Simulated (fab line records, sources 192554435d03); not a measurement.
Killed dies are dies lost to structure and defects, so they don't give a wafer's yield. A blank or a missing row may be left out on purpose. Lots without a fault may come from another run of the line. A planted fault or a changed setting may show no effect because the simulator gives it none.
Chamber matching | flow n5_finfet | N5_STI_FIN_REVEAL_ALD_14 on ald_sin-04: 4 sister chambers
The step deposits Si3N4, target thk 3 nm. 8 wafers are shown with their chamber, then 7 later ones without.

WAFERS WITH THEIR CHAMBER
wafer  | chamber | heater_power_w (W)
L580.1 | 0       | 760
L580.2 | 2       | 961
L580.4 | 1       | 760
L584.5 | 3       | 767
L584.6 | 0       | 779
L589.2 | 3       | 810
L589.3 | 1       | 774
L591.2 | 2       | 974

WAFERS WITHOUT THEIR CHAMBER
wafer  | heater_power_w (W)
L591.4 | 803
L591.5 | 951
L592.1 | 778
L592.4 | 785
L592.6 | 782
L593.4 | 782
L593.6 | 789

WHICH CHAMBER EACH WENT THROUGH
wafer  | from the rows above          | in truth
L591.4 | can't be placed: 3 or 0 or 1 | 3
L591.5 | 2                            | 2
L592.1 | can't be placed: 0 or 3 or 1 | 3
L592.4 | can't be placed: 3 or 0 or 1 | 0
L592.6 | can't be placed: 3 or 0 or 1 | 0
L593.4 | can't be placed: 3 or 0 or 1 | 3
L593.6 | can't be placed: 3 or 0 or 1 | 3
Placed correctly: 1 of 7. Can't be placed from these rows: 6 (the true chamber is among the candidates in 6). Placed wrongly: 0.
How it was worked out, from the rows above alone: a wafer's distance from a chamber is the root of the sum, over the readings, of the square of ((its reading less the chamber's mean) divided by the reading's scatter). The wafer belongs to the nearest chamber; if the next one is less than 2 further off, it can't be placed. A chamber's mean is the mean of its shown wafers. The scatter: the root of (the sum of the squares of (reading less its chamber's mean) over the shown wafers, divided by (wafers less chambers)).
